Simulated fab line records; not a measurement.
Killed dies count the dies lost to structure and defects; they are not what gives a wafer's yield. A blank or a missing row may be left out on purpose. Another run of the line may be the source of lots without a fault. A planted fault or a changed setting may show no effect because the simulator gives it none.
A lot that was struck, set against a sound lot    flow n5Finfet    14 steps out of a route of 1938
Sound: the wafers L586.4, L586.5, L586.6. Struck: wafers L594.2, L594.6. (L594.5 of the same lot was not struck and is left out.) The cause comes at the end.
Per side, at each step with rows, come the tool, then ch with its chambers, and then its first start. Under that, the readings that differ: sound wafers    struck wafers    difference of the means    sigmas: that difference in standard deviations of wafers without a fault.
alike: same words and numbers on both sides, and readings whose means sit less than 2 such deviations apart. not compared: any withheld reading, any reading some wafer has no value for, any bound like >300 that may hide the same value, and any number with overlapping values for which the record gives no deviation.
Wherever a step has rows on one side only, a row that says differs or no value, or a row with sigmas, the two part there. Numbers that have no deviation but don't overlap get no sigmas and don't part them. Lack of a reading on every wafer of one side parts them only where that side has two or more wafers.

first, 4 steps without rows for these wafers: N5_BEOL_M9_SOFTBAKE_06 (time 60 s); N5_BEOL_M9_EXPOSE_08 (exposes mask M9); N5_BEOL_M9_PEB_09 (peb time 60 s); N5_BEOL_M9_DEVELOP_10 (develop time 30 s).
N5_BEOL_M9_CD_MEAS_11: the cd target is 64.1 nm.
  sound on cdSem-01 ch 0, day 12 22:45; struck on cdSem-01 ch 0, day 14 20:04
  alike: cdNm
N5_BEOL_M9_OVL_MEAS_12:
  sound on overlay-01 ch 0, day 12 22:47; struck on overlay-02 ch 0, day 14 20:05
  alike: M9_OVL
N5_BEOL_M9_INSPECT_13: inspects for defects (brightfield).
  sound on defectInspect-01 at day 12 22:49; struck on defectInspect-01 at day 14 20:07
  alike: rawDefectCount
N5_BEOL_M9_DESCUM_16: chemistry O2, time 7.9 s.
  sound on rieDiel-03 ch 0,2,3, day 12 22:58; struck on rieDiel-04 ch 1,3, day 14 20:08
  alike: biasPowerW, drypumpMotorCurrentA, oesProductAu, rfVppV, showerheadPlenumPTorr, throttleValvePct
  not compared: rfHoursCounterH
N5_BEOL_M9_ETCH_61: etches SiARC in CF4, target depth 39 nm, time 65 s.
  sound on rieDiel-03 ch 0,2,3, day 12 22:59; struck on rieDiel-04 ch 1,3, day 14 20:11
  alike: drypumpMotorCurrentA, etchRfOnTimeS, oesProductAu, rfVppV, showerheadPlenumPTorr, throttleValvePct
  not compared: rfHoursCounterH
N5_BEOL_M9_ETCH_62: etches SOC in N2/H2, target depth 110 nm, overetch 22 nm, time 165 s.
  sound on rieDiel-03 ch 0,2,3, day 12 23:02; struck on rieDiel-04 ch 1,3, day 14 20:14
  alike: drypumpMotorCurrentA, oesProductAu, rfVppV, showerheadPlenumPTorr, throttleValvePct
  not compared: rfHoursCounterH
then, 1 step without rows for these wafers: N5_BEOL_M9_STRIP_68 (strips in N2/H2).
N5_BEOL_M9_STRIP_67: strips in CF4.
  sound on rieDiel-03 ch 0,2,3, day 12 23:11; struck on rieDiel-04 ch 1,3, day 14 20:22
  alike: biasPowerW, drypumpMotorCurrentA, oesProductAu, rfVppV, showerheadPlenumPTorr, throttleValvePct
  not compared: rfHoursCounterH
N5_BEOL_M9_HM_OPEN_17: chemistry Cl2/BCl3, target TiN, target depth 20 nm, overetch 6 nm.
  sound on rieMetal-03 ch 0,1, day 12 23:16; struck on rieMetal-01 ch 0, day 14 20:26
reading                                  sound           struck   difference  sigmas
model.SOC_of_BEOL_M9_COAT_59.thkNm (nm)  92.4 92.2 92.2  89 89.2  -3          
  alike: drypumpMotorCurrentA, heBacksideLeakSccm, oesProductAu, throttleValvePct
  not compared: rfHoursCounterH
N5_BEOL_M9_STRIP_19: strips in O2.
  sound on rieDiel-04 ch 0,2,3, day 12 23:23; struck on rieDiel-04 ch 0,3, day 14 20:37
reading     sound        struck   difference  sigmas
rfVppV (V)  2.2 3.0 2.8  3.9 4.2  +1.4        +2
  alike: drypumpMotorCurrentA, oesProductAu, showerheadPlenumPTorr, throttleValvePct
  not compared: rfHoursCounterH

## WHERE THEY PART
Within this record, at N5_BEOL_M9_STRIP_19 only.

WHY: what had been put in by the simulator
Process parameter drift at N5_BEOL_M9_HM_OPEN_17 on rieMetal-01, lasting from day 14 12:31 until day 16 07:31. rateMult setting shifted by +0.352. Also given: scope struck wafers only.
